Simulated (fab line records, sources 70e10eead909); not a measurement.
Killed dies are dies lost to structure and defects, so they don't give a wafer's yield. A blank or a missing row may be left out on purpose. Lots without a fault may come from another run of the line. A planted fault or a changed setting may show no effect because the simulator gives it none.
Chamber matching | flow nand_harc | NHARC_A_CONTACT_DEP_58 on pecvd-04: 3 sister chambers
The step deposits SiON, target thk 90 nm. 18 wafers are shown with their chamber, then 9 later ones without.

WAFERS WITH THEIR CHAMBER
wafer  | chamber | heater_power_w (W) | heater_power_outer_w (W) | chamber_pressure_Torr (Torr)
L078.4 | 1       | 905                | 524                      | 3.506
L078.5 | 0       | 618                | 341                      | 3.494
L078.6 | 2       | 565                | 300                      | 3.510
L079.1 | 2       | 633                | 364                      | 3.495
L079.4 | 1       | 917                | 566                      | 3.507
L079.5 | 2       | 638                | 360                      | 3.493
L084.2 | 1       | 946                | 587                      | 3.506
L084.3 | 2       | 611                | 355                      | 3.513
L084.4 | 0       | 628                | 364                      | 3.506
L086.1 | 0       | 608                | 341                      | 3.486
L086.5 | 2       | 589                | 327                      | 3.505
L086.6 | 1       | 919                | 550                      | 3.505
L085.1 | 1       | 1039               | 644                      | 3.495
L085.2 | 0       | 625                | 352                      | 3.505
L085.4 | 2       | 626                | 363                      | 3.507
L087.1 | 0       | 636                | 350                      | 3.499
L087.5 | 0       | 635                | 353                      | 3.494
L087.6 | 2       | 637                | 367                      | 3.501

SIGNATURES (means of the wafers above)
reading               | chamber 0 | chamber 1 | chamber 2 | scatter within a chamber
heater_power_w        | 625.00    | 945.20    | 614.14    | 33.8
heater_power_outer_w  | 350.17    | 574.20    | 348.00    | 28.7
chamber_pressure_Torr | 3.49733   | 3.50380   | 3.50343   | 0.00694
Rule: a wafer's distance from a chamber is the root of the sum, over the readings, of the square of ((its reading less the chamber's mean) divided by the reading's scatter). The wafer belongs to the nearest chamber; if the next one is less than 2 further off, it can't be placed. The scatter: the root of (the sum of the squares of (reading less its chamber's mean) over the shown wafers, divided by (wafers less chambers)).

WAFERS WITHOUT THEIR CHAMBER
wafer  | heater_power_w (W) | heater_power_outer_w (W) | chamber_pressure_Torr (Torr)
L089.2 | 569                | 316                      | 3.506
L089.3 | 596                | 321                      | 3.496
L089.5 | 602                | 319                      | 3.492
L092.1 | 644                | 379                      | 3.506
L092.2 | 876                | 535                      | 3.504
L092.3 | 583                | 321                      | 3.515
L093.1 | 668                | 375                      | 3.503
L093.4 | 882                | 535                      | 3.489
L093.6 | 673                | 379                      | 3.503

WHICH CHAMBER EACH WENT THROUGH
wafer  | from the rows above     | in truth
L089.2 | can't be placed: 2 or 0 | 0
L089.3 | can't be placed: 0 or 2 | 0
L089.5 | can't be placed: 0 or 2 | 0
L092.1 | can't be placed: 2 or 0 | 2
L092.2 | 1                       | 1
L092.3 | can't be placed: 2 or 0 | 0
L093.1 | can't be placed: 0 or 2 | 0
L093.4 | 1                       | 1
L093.6 | can't be placed: 0 or 2 | 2
Placed correctly: 2 of 9. Can't be placed from these rows: 7 (the true chamber is among the candidates in 7). Placed wrongly: 0.
